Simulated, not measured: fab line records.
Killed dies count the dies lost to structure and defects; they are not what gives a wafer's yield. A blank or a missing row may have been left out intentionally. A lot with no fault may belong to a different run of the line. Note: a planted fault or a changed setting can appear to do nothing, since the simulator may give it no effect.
Which of the tools did it? / flow nand_harc / 13 lots with 38 wafers sampled at 3 steps, on a route of 1159 steps

== WHAT THE GAUGES SHOWED, per wafer ==
NHARC_A_WL_FILL_INSPECT_15. Usual: raw_defect_count reads 400 (standard deviation 130).
lot=L871; measured=day 16 01:20; on=defect_inspect-01; raw_defect_count=523 711 458; flag=
lot=L872; measured=day 16 01:40; on=defect_inspect-01; raw_defect_count=633 619 477; flag=
lot=L875; measured=day 16 14:13; on=defect_inspect-02; raw_defect_count=315 340 349; flag=
lot=L878; measured=day 18 00:31; on=defect_inspect-01; raw_defect_count=410 277 397; flag=
lot=L881; measured=day 18 15:48; on=defect_inspect-02; raw_defect_count=514 287; flag=
lot=L880; measured=day 19 00:07; on=defect_inspect-02; raw_defect_count=236 261 364; flag=
lot=L884; measured=day 19 06:47; on=defect_inspect-02; raw_defect_count=330 519 379; flag=
lot=L883; measured=day 19 11:35; on=defect_inspect-01; raw_defect_count=290 341 347; flag=
lot=L888; measured=day 20 12:31; on=defect_inspect-02; raw_defect_count=214 329 349; flag=
lot=L891; measured=day 21 05:43; on=defect_inspect-01; raw_defect_count=412 503 500; flag=
lot=L893; measured=day 21 13:47; on=defect_inspect-01; raw_defect_count=288 301 488; flag=
lot=L892; measured=day 21 19:59; on=defect_inspect-01; raw_defect_count=244 274 296; flag=
lot=L894; measured=day 22 16:27; on=defect_inspect-02; raw_defect_count=396 623 476; flag=

== WHAT TOOL EACH LOT RAN ON (gives the tool, then ch and the chambers of the sampled wafers, and finally the start) ==
lot=L871; NHARC_A_WL_FILL_STRIP_29=rie_diel-03 ch 0,1, day 15 12:32; NHARC_A_WL_FILL_ETCHBACK_26=rie_si-01 ch 2,3, day 15 18:02
lot=L872; NHARC_A_WL_FILL_STRIP_29=rie_diel-03 ch 0,2,3, day 15 12:34; NHARC_A_WL_FILL_ETCHBACK_26=rie_si-03 ch 0,1,3, day 15 18:02
lot=L875; NHARC_A_WL_FILL_STRIP_29=rie_diel-11 ch 0,1,3, day 15 23:40; NHARC_A_WL_FILL_ETCHBACK_26=rie_si-01 ch 1,2,3, day 16 04:08
lot=L878; NHARC_A_WL_FILL_STRIP_29=rie_diel-05 ch 2,3, day 17 13:24; NHARC_A_WL_FILL_ETCHBACK_26=rie_si-06 ch 1,3, day 17 18:31
lot=L881; NHARC_A_WL_FILL_STRIP_29=rie_diel-11 ch 2,3, day 18 01:27; NHARC_A_WL_FILL_ETCHBACK_26=rie_si-03 ch 0,2, day 18 06:56
lot=L880; NHARC_A_WL_FILL_STRIP_29=rie_diel-03 ch 1,2,3, day 18 12:40; NHARC_A_WL_FILL_ETCHBACK_26=rie_si-01 ch 0,1,2, day 18 18:10
lot=L884; NHARC_A_WL_FILL_STRIP_29=rie_diel-05 ch 1,2,3, day 18 19:18; NHARC_A_WL_FILL_ETCHBACK_26=rie_si-03 ch 1,2, day 19 00:48
lot=L883; NHARC_A_WL_FILL_STRIP_29=rie_diel-05 ch 0,2,3, day 18 21:49; NHARC_A_WL_FILL_ETCHBACK_26=rie_si-06 ch 1,3, day 19 03:20
lot=L888; NHARC_A_WL_FILL_STRIP_29=rie_diel-11 ch 0,1,3, day 20 00:58; NHARC_A_WL_FILL_ETCHBACK_26=rie_si-06 ch 0,2,3, day 20 06:07
lot=L891; NHARC_A_WL_FILL_STRIP_29=rie_diel-05 ch 0,2,3, day 20 17:47; NHARC_A_WL_FILL_ETCHBACK_26=rie_si-06 ch 0,3, day 20 23:17
lot=L893; NHARC_A_WL_FILL_STRIP_29=rie_diel-05 ch 2,3, day 21 01:04; NHARC_A_WL_FILL_ETCHBACK_26=rie_si-03 ch 0,1,3, day 21 06:13
lot=L892; NHARC_A_WL_FILL_STRIP_29=rie_diel-03 ch 0,1,3, day 21 04:10; NHARC_A_WL_FILL_ETCHBACK_26=rie_si-06 ch 0,2,3, day 21 09:41
lot=L894; NHARC_A_WL_FILL_STRIP_29=rie_diel-11 ch 1,3, day 22 02:02; NHARC_A_WL_FILL_ETCHBACK_26=rie_si-06 ch 0,2,3, day 22 08:12
- NHARC_A_WL_FILL_STRIP_29: strips in O2, time 20 s.
- NHARC_A_WL_FILL_ETCHBACK_26: etches the open film in HBr, target depth 52 nm, time 13.3 s.

== AS READ BY THE TOOLS THEMSELVES (means over the sampled wafers that have a number; for cases with no such wafer, the mark the record gives instead) ==
NHARC_A_WL_FILL_STRIP_29. Usual: drypump_motor_current_A 5.6 A, standard deviation 0.31; mfc_ar_sccm 0.004 sccm, standard deviation 0.008; oes_product_au 1.000 a.u., standard deviation 0.011; rf_vpp_V 57.8 V, standard deviation 0.9; showerhead_plenum_p_Torr 3.57 Torr, standard deviation 0.11; throttle_valve_pct 17.037 %, standard deviation 0.0091.
lot=L871; tool=rie_diel-03; drypump_motor_current_A (A)=5.9; mfc_ar_sccm (sccm)=0.008; oes_product_au (a.u.)=0.986; rf_vpp_V (V)=57.7; showerhead_plenum_p_Torr (Torr)=3.53; throttle_valve_pct (%)=17.044; flag=
lot=L872; tool=rie_diel-03; drypump_motor_current_A (A)=5.6; mfc_ar_sccm (sccm)=0.005; oes_product_au (a.u.)=0.982; rf_vpp_V (V)=57.6; showerhead_plenum_p_Torr (Torr)=3.60; throttle_valve_pct (%)=17.032; flag=
lot=L875; tool=rie_diel-11; drypump_motor_current_A (A)=5.4; mfc_ar_sccm (sccm)=0.000; oes_product_au (a.u.)=0.978; rf_vpp_V (V)=57.4; showerhead_plenum_p_Torr (Torr)=3.52; throttle_valve_pct (%)=17.037; flag=
lot=L878; tool=rie_diel-05; drypump_motor_current_A (A)=5.6; mfc_ar_sccm (sccm)=0.000; oes_product_au (a.u.)=1.002; rf_vpp_V (V)=57.7; showerhead_plenum_p_Torr (Torr)=3.45; throttle_valve_pct (%)=17.039; flag=
lot=L881; tool=rie_diel-11; drypump_motor_current_A (A)=5.3; mfc_ar_sccm (sccm)=0.000; oes_product_au (a.u.)=1.002; rf_vpp_V (V)=59.0; showerhead_plenum_p_Torr (Torr)=3.62; throttle_valve_pct (%)=17.035; flag=
lot=L880; tool=rie_diel-03; drypump_motor_current_A (A)=5.6; mfc_ar_sccm (sccm)=0.007; oes_product_au (a.u.)=0.989; rf_vpp_V (V)=58.2; showerhead_plenum_p_Torr (Torr)=3.70; throttle_valve_pct (%)=17.038; flag=
lot=L884; tool=rie_diel-05; drypump_motor_current_A (A)=5.8; mfc_ar_sccm (sccm)=0.000; oes_product_au (a.u.)=1.005; rf_vpp_V (V)=58.0; showerhead_plenum_p_Torr (Torr)=3.49; throttle_valve_pct (%)=17.032; flag=
lot=L883; tool=rie_diel-05; drypump_motor_current_A (A)=5.6; mfc_ar_sccm (sccm)=0.009; oes_product_au (a.u.)=1.003; rf_vpp_V (V)=58.5; showerhead_plenum_p_Torr (Torr)=3.55; throttle_valve_pct (%)=17.042; flag=
lot=L888; tool=rie_diel-11; drypump_motor_current_A (A)=5.4; mfc_ar_sccm (sccm)=0.000; oes_product_au (a.u.)=0.997; rf_vpp_V (V)=57.6; showerhead_plenum_p_Torr (Torr)=3.52; throttle_valve_pct (%)=17.034; flag=
lot=L891; tool=rie_diel-05; drypump_motor_current_A (A)=5.7; mfc_ar_sccm (sccm)=0.009; oes_product_au (a.u.)=0.999; rf_vpp_V (V)=57.6; showerhead_plenum_p_Torr (Torr)=3.55; throttle_valve_pct (%)=17.037; flag=
lot=L893; tool=rie_diel-05; drypump_motor_current_A (A)=5.6; mfc_ar_sccm (sccm)=0.000; oes_product_au (a.u.)=1.012; rf_vpp_V (V)=58.5; showerhead_plenum_p_Torr (Torr)=3.45; throttle_valve_pct (%)=17.047; flag=
lot=L892; tool=rie_diel-03; drypump_motor_current_A (A)=5.8; mfc_ar_sccm (sccm)=0.009; oes_product_au (a.u.)=0.998; rf_vpp_V (V)=57.5; showerhead_plenum_p_Torr (Torr)=3.62; throttle_valve_pct (%)=17.032; flag=
lot=L894; tool=rie_diel-11; drypump_motor_current_A (A)=5.2; mfc_ar_sccm (sccm)=0.000; oes_product_au (a.u.)=0.990; rf_vpp_V (V)=56.5; showerhead_plenum_p_Torr (Torr)=3.56; throttle_valve_pct (%)=17.041; flag=

NHARC_A_WL_FILL_ETCHBACK_26. Usual: drypump_motor_current_A 5.6 A, standard deviation 0.43; oes_product_au 0.998 a.u., standard deviation 0.01; throttle_valve_pct 23.266 %, standard deviation 0.0087.
lot=L871; tool=rie_si-01; drypump_motor_current_A (A)=5.8; oes_product_au (a.u.)=1.003; throttle_valve_pct (%)=23.277; flag=
lot=L872; tool=rie_si-03; drypump_motor_current_A (A)=5.6; oes_product_au (a.u.)=0.996; throttle_valve_pct (%)=23.266; flag=
lot=L875; tool=rie_si-01; drypump_motor_current_A (A)=5.5; oes_product_au (a.u.)=1.000; throttle_valve_pct (%)=23.268; flag=
lot=L878; tool=rie_si-06; drypump_motor_current_A (A)=5.8; oes_product_au (a.u.)=0.996; throttle_valve_pct (%)=23.263; flag=
lot=L881; tool=rie_si-03; drypump_motor_current_A (A)=6.0; oes_product_au (a.u.)=1.005; throttle_valve_pct (%)=23.269; flag=
lot=L880; tool=rie_si-01; drypump_motor_current_A (A)=5.4; oes_product_au (a.u.)=0.987; throttle_valve_pct (%)=23.264; flag=
lot=L884; tool=rie_si-03; drypump_motor_current_A (A)=5.7; oes_product_au (a.u.)=0.998; throttle_valve_pct (%)=23.265; flag=
lot=L883; tool=rie_si-06; drypump_motor_current_A (A)=6.0; oes_product_au (a.u.)=0.995; throttle_valve_pct (%)=23.264; flag=
lot=L888; tool=rie_si-06; drypump_motor_current_A (A)=5.5; oes_product_au (a.u.)=1.004; throttle_valve_pct (%)=23.268; flag=
lot=L891; tool=rie_si-06; drypump_motor_current_A (A)=6.0; oes_product_au (a.u.)=0.991; throttle_valve_pct (%)=23.270; flag=
lot=L893; tool=rie_si-03; drypump_motor_current_A (A)=5.6; oes_product_au (a.u.)=1.004; throttle_valve_pct (%)=23.263; flag=
lot=L892; tool=rie_si-06; drypump_motor_current_A (A)=5.5; oes_product_au (a.u.)=0.998; throttle_valve_pct (%)=23.266; flag=
lot=L894; tool=rie_si-06; drypump_motor_current_A (A)=5.5; oes_product_au (a.u.)=0.997; throttle_valve_pct (%)=23.264; flag=

== THE ANSWER, worked out from the rows above alone ==
Rule: a lot is off if the mean of its wafers that have a number lies more than 3 standard deviations from the usual mean. Also off: a lot with no number at a reading for which 4 or more lots have one. All remaining lots with rows at the step are treated as sound. Order of review: gauges by route order, followed by the tools' own readings, for which a lot's mean as printed above is used. At the first step where some lot is off, the reading lying furthest off is the one used; lots without a number count as furthest.
Across all readings shown, no lot is off: no conclusion can be drawn from this.

== WHAT THE SIMULATOR PUT IN ==
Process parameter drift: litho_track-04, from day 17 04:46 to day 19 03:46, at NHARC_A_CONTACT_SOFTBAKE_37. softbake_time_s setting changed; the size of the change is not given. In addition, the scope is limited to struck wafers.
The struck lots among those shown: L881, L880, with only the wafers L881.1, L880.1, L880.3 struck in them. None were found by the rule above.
